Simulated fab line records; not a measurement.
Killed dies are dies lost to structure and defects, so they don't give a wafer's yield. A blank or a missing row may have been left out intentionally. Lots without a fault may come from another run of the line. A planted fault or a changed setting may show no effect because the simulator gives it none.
Matching of chambers | flow n5_finfet | N5_FIN_SAQP_MANDREL_ETCH_58 on rie_si-04 has 4 sister chambers
The step etches a-Si in HBr/Cl2, stops on SiNx, target depth 45 nm, bt time 10 s, time 27 s. 27 wafers are shown with their chamber, then 12 later ones without.

## WAFERS WITH THEIR CHAMBER
wafer  | chamber | drypump_motor_current_A (A) | throttle_valve_pct (%) | oes_product_au (a.u.)
L076.2 | 0       | 5.9                         | 35.55                  | 0.697
L076.3 | 1       | 5.9                         | 35.36                  | 0.719
L076.5 | 2       | 5.2                         | 35.41                  | 0.710
L077.1 | 2       | 5.2                         | 35.41                  | 0.702
L077.4 | 0       | 5.9                         | 35.53                  | 0.698
L077.5 | 3       | 5.7                         | 35.51                  | 0.684
L078.1 | 0       | 5.9                         | 35.55                  | 0.703
L078.2 | 3       | 5.7                         | 35.51                  | 0.680
L078.3 | 2       | 5.3                         | 35.40                  | 0.701
L078.4 | 1       | 5.9                         | 35.38                  | 0.715
L078.5 | 0       | 5.9                         | 35.53                  | 0.706
L078.6 | 3       | 5.7                         | 35.51                  | 0.683
L081.1 | 3       | 5.7                         | 35.53                  | 0.676
L081.2 | 0       | 5.9                         | 35.54                  | 0.694
L081.3 | 2       | 5.2                         | 35.42                  | 0.700
L081.4 | 1       | 5.9                         | 35.36                  | 0.713
L081.5 | 0       | 5.9                         | 35.55                  | 0.689
L081.6 | 3       | 5.6                         | 35.51                  | 0.679
L084.2 | 1       | 5.9                         | 35.40                  | 0.710
L084.3 | 3       | 5.7                         | 35.52                  | 0.668
L084.5 | 3       | 5.7                         | 35.51                  | 0.681
L086.1 | 0       | 5.9                         | 35.55                  | 0.698
L086.4 | 2       | 5.2                         | 35.40                  | 0.708
L086.5 | 3       | 5.7                         | 35.50                  | 0.687
L088.1 | 1       | 5.9                         | 35.38                  | 0.719
L088.4 | 3       | 5.7                         | 35.50                  | 0.680
L088.6 | 3       | 5.7                         | 35.49                  | 0.682

SIGNATURES, as means of the wafers listed above
reading                 | chamber 0 | chamber 1 | chamber 2 | chamber 3 | scatter within a chamber
drypump_motor_current_A | 5.900     | 5.900     | 5.220     | 5.690     | 0.0272
throttle_valve_pct      | 35.5429   | 35.3760   | 35.4080   | 35.5090   | 0.0115
oes_product_au          | 0.69786   | 0.71520   | 0.70420   | 0.68000   | 0.00497
Rule: for a wafer and a chamber, the distance is found by dividing, reading by reading, the gap between the wafer's reading and the chamber's mean by the reading's scatter, squaring, summing and taking the root. The wafer belongs to the nearest chamber; if the next one is less than 2 further off, it can't be placed. How the scatter is found: for the shown wafers, subtract from each reading the mean of its chamber, square and add these, divide the total by (wafers less chambers), then take the root.

## WAFERS WITHOUT THEIR CHAMBER
wafer  | drypump_motor_current_A (A) | throttle_valve_pct (%) | oes_product_au (a.u.)
L089.3 | 5.9                         | 35.38                  | 0.717
L089.4 | 5.7                         | 35.49                  | 0.685
L089.6 | 5.9                         | 35.37                  | 0.721
L094.2 | 5.6                         | 35.53                  | 0.678
L094.4 | 5.9                         | 35.39                  | 0.717
L094.5 | 5.9                         | 35.56                  | 0.696
L096.2 | 5.9                         | 35.55                  | 0.697
L096.4 | 5.7                         | 35.50                  | 0.675
L096.6 | 5.9                         | 35.54                  | 0.696
L097.1 | 5.2                         | 35.41                  | 0.706
L097.2 | 5.7                         | 35.51                  | 0.675
L097.5 | 5.9                         | 35.38                  | 0.727

## CHAMBER TAKEN BY EACH
wafer  | from the rows above | in truth
L089.3 | 1                   | 1
L089.4 | 3                   | 3
L089.6 | 1                   | 1
L094.2 | 3                   | 3
L094.4 | 1                   | 1
L094.5 | 0                   | 0
L096.2 | 0                   | 0
L096.4 | 3                   | 3
L096.6 | 0                   | 0
L097.1 | 2                   | 2
L097.2 | 3                   | 3
L097.5 | 1                   | 1
Correct placement for 12 of the 12. Number that these rows cannot place: 0. Wrongly placed: 0.
